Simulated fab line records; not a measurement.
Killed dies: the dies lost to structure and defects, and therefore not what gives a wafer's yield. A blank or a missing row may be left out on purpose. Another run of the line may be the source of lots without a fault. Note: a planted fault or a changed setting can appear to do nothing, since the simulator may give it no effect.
A lot that was struck, set against a sound lot || flow n5Finfet || 14 steps out of a route of 1938
Sound: the wafers L218.1, L218.4, L218.5. Struck: wafers L230.2, L230.4. (L230.6 of the same lot was not struck and is left out.) The cause comes at the end.
For every step that has rows: the tool of each side, followed by ch and its chambers, followed by its first start. Under that, the readings that differ: sound wafers || struck wafers || difference of the means || sigmas: that difference in standard deviations of wafers without a fault.
alike: a reading whose means differ by less than 2 such deviations, as well as words and numbers matching on both sides. not compared: withheld readings; readings where some wafer has no value; bounds like >300 that might hide an equal value; numbers whose values overlap and for which the record gives no deviation.
A row with sigmas, a row that says differs or no value, or rows on one side alone: a step with any of these is where the two part. Numbers that don't overlap but have no deviation are shown without sigmas and don't part them. A reading that every wafer of one side lacks parts them only if that side has two wafers or more.

first, 8 steps without rows for these wafers: N5_MIM_TOP_LITHO_HMDS_01 (time 60 s); N5_MIM_TOP_LITHO_COAT_02; N5_MIM_TOP_LITHO_EBR_04; N5_MIM_TOP_LITHO_SOFTBAKE_03 (time 90 s); N5_MIM_TOP_LITHO_EXPOSE_05 (exposes mask MIM TOP, target cd 2000 nm); N5_MIM_TOP_LITHO_PEB_06; N5_MIM_TOP_LITHO_DEVELOP_07 (develop time 60 s); N5_MIM_TOP_LITHO_HARDBAKE_09 (time 120 s).
N5_MIM_TOP_LITHO_CD_MEAS_08: target cd 2000 nm.
  sound on cdSem-01 ch 0, day 13 02:12; struck on cdSem-03 ch 0, day 16 18:34
  alike: cdNm
N5_MIM_TOP_LITHO_OVL_MEAS_11:
  sound on overlay-02 ch 0, day 13 02:14; struck on overlay-01 ch 0, day 16 18:36
  alike: MIM_TOP_OVL
N5_MIM_TOP_LITHO_INSPECT_12: inspects for defects (macro).
  sound on defectInspect-02, day 13 02:15; struck on defectInspect-02, day 16 18:37
  alike: rawDefectCount
N5_MIM_TOP_LITHO_DESCUM_10: chemistry O2, time 7.9 s.
  sound on rieDiel-05 ch 2,3, day 13 02:17; struck on rieDiel-05 ch 0,1, day 16 18:40
{"reading": "showerheadPlenumPTorr (Torr)", "sound": "2.14 2.20 2.14", "struck": "2.02 2.01", "difference": -0.15, "sigmas": -2}
  alike: chamberPressureMTorr, drypumpMotorCurrentA, o2FlowSccm, oesProductAu, rfVppV, tempC, throttleValvePct
  not compared: rfHoursCounterH
N5_MIM_TOP_ETCH_ETCH_00: etches TiN in Cl2/BCl3, target depth 38.5 nm.
  sound on rieMetal-01 ch 0,1, day 13 02:22; struck on rieMetal-01 ch 1, day 16 18:44
{"reading": "model.etch.depthNm (nm)", "sound": "38.94 39.05 38.27", "struck": "50.58 50.88", "difference": "+11.98", "sigmas": ""}
{"reading": "model.MIM_TOP_ETCH.featureDepthNm (nm)", "sound": "39 39 38.2", "struck": "50.6 50.8", "difference": "+12.0", "sigmas": ""}
{"reading": "model.MIM_TOP_ETCH.cdOffsetNm (nm)", "sound": "0 0 0", "struck": "-0.6 -0.6", "difference": -0.6, "sigmas": ""}
  alike: biasW, chamberPressureMTorr, drypumpMotorCurrentA, mfcCl2Sccm, oesProductAu, throttleValvePct
  not compared: rfHoursCounterH
N5_MIM_TOP_ETCH_STRIP_01: strips in O2.
  sound on rieDiel-01 ch 1,2, day 13 02:31; struck on rieDiel-01 ch 2,3, day 16 18:53
  alike: chamberPressureMTorr, drypumpMotorCurrentA, o2FlowSccm, oesProductAu, rfVppV, showerheadPlenumPTorr, tempC, throttleValvePct
  not compared: rfHoursCounterH

== WHERE THEY PART ==
N5_MIM_TOP_LITHO_DESCUM_10 only, going by this record. Later steps at which nothing parts them and some readings are alike: N5_MIM_TOP_ETCH_ETCH_00, N5_MIM_TOP_ETCH_STRIP_01.

WHY: what had been put in by the simulator
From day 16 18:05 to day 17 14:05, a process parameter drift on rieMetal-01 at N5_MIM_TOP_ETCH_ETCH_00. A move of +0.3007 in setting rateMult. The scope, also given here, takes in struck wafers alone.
